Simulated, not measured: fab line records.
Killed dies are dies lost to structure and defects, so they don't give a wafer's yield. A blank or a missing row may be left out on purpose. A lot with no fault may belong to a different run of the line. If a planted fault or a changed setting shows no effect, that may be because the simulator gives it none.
Matching of chambers | flow n5 finfet | pecvd-01 running N5_BEOL_M1_ILD_DEP_00: 3 sister chambers
The step deposits SiOC from DEMS/O2, target thk 79 nm, time 15.3 s. 6 wafers are shown with their chamber, then 7 later ones without.

## EACH WAFER AND ITS CHAMBER
wafer  | chamber | heater power w (W) | showerhead vpp V (V)
L077.2 | 2       | 601                | 1433
L089.2 | 1       | 415                | 1378
L089.4 | 1       | 407                | 1339
L089.5 | 0       | 480                | 1371
L090.1 | 0       | 483                | 1379
L090.4 | 2       | 549                | 1454

## WAFERS WHOSE CHAMBER IS MISSING
wafer  | heater power w (W) | showerhead vpp V (V)
L090.5 | 496                | 1369
L091.1 | 410                | 1341
L091.4 | 464                | 1375
L091.6 | 611                | 1449
L095.1 | 554                | 1447
L095.2 | 460                | 1363
L095.4 | 339                | 1337

## EACH ONE'S CHAMBER
wafer  | from the rows above     | in truth
L090.5 | 0                       | 0
L091.1 | 1                       | 1
L091.4 | can't be placed: 0 or 1 | 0
L091.6 | 2                       | 2
L095.1 | 2                       | 2
L095.2 | can't be placed: 0 or 1 | 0
L095.4 | 1                       | 1
Placed correctly: 5 of 7. Can't be placed from these rows: 2 (the true chamber is among the candidates in 2). Wrongly placed: 0.
How it was worked out, from the rows above alone: a wafer's distance from a chamber is the root of the sum, over the readings, of the square of ((its reading less the chamber's mean) divided by the reading's scatter). If the next closest chamber is less than 2 further off than the closest, the wafer can't be placed; otherwise it belongs to the closest. A chamber's mean is the mean of its shown wafers. The scatter: the root of (the sum of the squares of (reading less its chamber's mean) over the shown wafers, divided by (wafers less chambers)).
